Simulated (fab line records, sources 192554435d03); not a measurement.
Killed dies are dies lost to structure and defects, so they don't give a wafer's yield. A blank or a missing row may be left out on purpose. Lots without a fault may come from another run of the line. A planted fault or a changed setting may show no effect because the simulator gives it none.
Which tool did it? | flow n5_finfet | 6 lots, 18 wafers sampled, at 2 steps of a route of 1938

WHAT THE GAUGES READ, wafer by wafer
N5_BEOL_M14_RS_MEAS_54: measures by four-point-probe.
lot  | measured     | on            | M14_RS (ohm/sq)
L561 | day 11 13:03 | film_metro-02 | 0.0334 0.0336 0.0323
L562 | day 12 04:32 | film_metro-02 | 0.0326 0.0329 0.0326
L570 | day 15 11:43 | film_metro-01 | 0.0328 0.0327 0.0321
L575 | day 15 14:41 | film_metro-02 | 0.0329 0.0323 0.0331
L577 | day 16 10:43 | film_metro-02 | 0.0329 0.0333 0.0331
L578 | day 16 16:31 | film_metro-01 | 0.0328 0.0331 0.0327

WHICH TOOL RAN EACH LOT (tool, then ch and the chambers of the sampled wafers, then the start)
lot  | N5_BEOL_M14_ANNEAL_48
L561 | rtp_anneal-02 ch 0, day 11 10:52
L562 | rtp_anneal-02 ch 0, day 12 03:52
L570 | rtp_anneal-01 ch 0, day 15 11:05
L575 | rtp_anneal-01 ch 0, day 15 13:52
L577 | rtp_anneal-01 ch 0, day 16 09:59
L578 | rtp_anneal-01 ch 0, day 16 15:47
- N5_BEOL_M14_ANNEAL_48: time 90 s.

THE ANSWER, worked out from the rows above alone
Rule: what is usual is taken from the lots themselves. Put in order of their means at a reading, lots are off if they are a third of the lots or fewer, leave a main group of 4 or more, and stand apart from it by a gap of 3 or more times the standard deviation of the main group's means; of several such gaps the widest counts. A main group whose means are all the same, to the digits that the tables above print for the reading, isn't used. A lot without any number at a reading at which 4 lots or more have one is off too. The other lots that the step has rows for count as sound.
No lot is off at any reading shown: from this, nothing can be told.

WHAT THE SIMULATOR HAD PUT IN
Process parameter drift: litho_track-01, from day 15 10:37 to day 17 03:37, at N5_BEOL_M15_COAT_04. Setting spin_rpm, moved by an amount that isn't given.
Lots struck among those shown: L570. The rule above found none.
